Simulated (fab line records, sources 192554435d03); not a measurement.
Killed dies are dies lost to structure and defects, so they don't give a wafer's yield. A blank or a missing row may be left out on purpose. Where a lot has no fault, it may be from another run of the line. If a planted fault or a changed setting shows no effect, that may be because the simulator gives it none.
What tool caused it? || flow n5_finfet || 10 lots with 28 wafers sampled at 4 steps, on a route of 1938 steps

== WHAT EACH GAUGE READ, for each wafer ==
N5_BEOL_M4_CD_MEAS_11 targets a cd of 16.79 nm.
{"lot": "L655", "measured": "day 7 11:22", "on": "cd_sem-02", "cd_nm (nm)": "16.66 16.83 16.60"}
{"lot": "L656", "measured": "day 7 11:33", "on": "cd_sem-02", "cd_nm (nm)": "17.18 16.69 16.71"}
{"lot": "L658", "measured": "day 8 12:40", "on": "cd_sem-02", "cd_nm (nm)": "16.64 16.31 16.60"}
{"lot": "L661", "measured": "day 9 01:38", "on": "cd_sem-01", "cd_nm (nm)": "16.57 16.82 16.88"}
{"lot": "L663", "measured": "day 9 20:41", "on": "cd_sem-03", "cd_nm (nm)": "16.76 16.86 16.74"}
{"lot": "L664", "measured": "day 9 21:46", "on": "cd_sem-03", "cd_nm (nm)": "16.89 16.47"}
{"lot": "L666", "measured": "day 10 10:26", "on": "cd_sem-03", "cd_nm (nm)": "17.10 16.65"}
{"lot": "L667", "measured": "day 10 14:25", "on": "cd_sem-03", "cd_nm (nm)": "16.78 16.31 16.88"}
{"lot": "L669", "measured": "day 11 06:26", "on": "cd_sem-03", "cd_nm (nm)": "17.15 16.69 15.96"}
{"lot": "L674", "measured": "day 12 15:41", "on": "cd_sem-01", "cd_nm (nm)": "16.46 17.00 16.93"}

== WHAT TOOL EACH LOT RAN ON (gives the tool, then ch and the chambers of the sampled wafers, and finally the start) ==
{"lot": "L655", "N5_BEOL_M3_ANNEAL_95": "pvd_sputter-01, day 7 08:21", "N5_BEOL_M3_ANNEAL_51": "rtp_anneal-02 ch 0, day 7 08:49", "N5_BEOL_M4_EXPOSE_08": "euv_scanner-02 ch 0, day 7 11:16"}
{"lot": "L656", "N5_BEOL_M3_ANNEAL_95": "pvd_sputter-03, day 7 08:35", "N5_BEOL_M3_ANNEAL_51": "rtp_anneal-01 ch 0, day 7 09:01", "N5_BEOL_M4_EXPOSE_08": "euv_scanner-01 ch 0, day 7 11:26"}
{"lot": "L658", "N5_BEOL_M3_ANNEAL_95": "pvd_sputter-02, day 8 06:17", "N5_BEOL_M3_ANNEAL_51": "rtp_anneal-02 ch 0, day 8 06:43", "N5_BEOL_M4_EXPOSE_08": "euv_scanner-02 ch 0, day 8 12:32"}
{"lot": "L661", "N5_BEOL_M3_ANNEAL_95": "pvd_sputter-02, day 8 21:29", "N5_BEOL_M3_ANNEAL_51": "rtp_anneal-02 ch 0, day 8 22:07", "N5_BEOL_M4_EXPOSE_08": "euv_scanner-02 ch 0, day 9 01:31"}
{"lot": "L663", "N5_BEOL_M3_ANNEAL_95": "pvd_sputter-03, day 9 15:43", "N5_BEOL_M3_ANNEAL_51": "rtp_anneal-01 ch 0, day 9 16:03", "N5_BEOL_M4_EXPOSE_08": "euv_scanner-02 ch 0, day 9 20:32"}
{"lot": "L664", "N5_BEOL_M3_ANNEAL_95": "pvd_sputter-02, day 9 19:26", "N5_BEOL_M3_ANNEAL_51": "rtp_anneal-01 ch 0, day 9 19:53", "N5_BEOL_M4_EXPOSE_08": "euv_scanner-02 ch 0, day 9 21:39"}
{"lot": "L666", "N5_BEOL_M3_ANNEAL_95": "pvd_sputter-03, day 10 08:18", "N5_BEOL_M3_ANNEAL_51": "rtp_anneal-02 ch 0, day 10 08:38", "N5_BEOL_M4_EXPOSE_08": "euv_scanner-02 ch 0, day 10 10:18"}
{"lot": "L667", "N5_BEOL_M3_ANNEAL_95": "pvd_sputter-02, day 10 11:37", "N5_BEOL_M3_ANNEAL_51": "rtp_anneal-01 ch 0, day 10 11:57", "N5_BEOL_M4_EXPOSE_08": "euv_scanner-02 ch 0, day 10 14:17"}
{"lot": "L669", "N5_BEOL_M3_ANNEAL_95": "pvd_sputter-01, day 11 02:49", "N5_BEOL_M3_ANNEAL_51": "rtp_anneal-02 ch 0, day 11 03:10", "N5_BEOL_M4_EXPOSE_08": "euv_scanner-02 ch 0, day 11 06:19"}
{"lot": "L674", "N5_BEOL_M3_ANNEAL_95": "pvd_sputter-03, day 12 09:24", "N5_BEOL_M3_ANNEAL_51": "rtp_anneal-01 ch 0, day 12 12:28", "N5_BEOL_M4_EXPOSE_08": "euv_scanner-01 ch 0, day 12 15:32"}
- N5_BEOL_M3_ANNEAL_95: time 240 s.
- N5_BEOL_M3_ANNEAL_51: time 90 s.
- N5_BEOL_M4_EXPOSE_08: exposes mask M4.

== THE ANSWER, worked out from the rows above alone ==
Rule: what is usual is taken from the lots themselves. Put in order of their means at a reading, lots are off if they are a third of the lots or fewer, leave a main group of 4 or more, and stand apart from it by a gap of 3 or more times the standard deviation of the main group's means; of several such gaps the widest counts. Not used: any main group whose means are identical at the precision the tables above print for the reading. Also off: a lot with no number at a reading for which 4 or more lots have one. Any other lot the step has rows for is counted as sound.
Across all readings shown, no lot is off: no conclusion can be drawn from this.

== WHAT THE SIMULATOR PUT IN ==
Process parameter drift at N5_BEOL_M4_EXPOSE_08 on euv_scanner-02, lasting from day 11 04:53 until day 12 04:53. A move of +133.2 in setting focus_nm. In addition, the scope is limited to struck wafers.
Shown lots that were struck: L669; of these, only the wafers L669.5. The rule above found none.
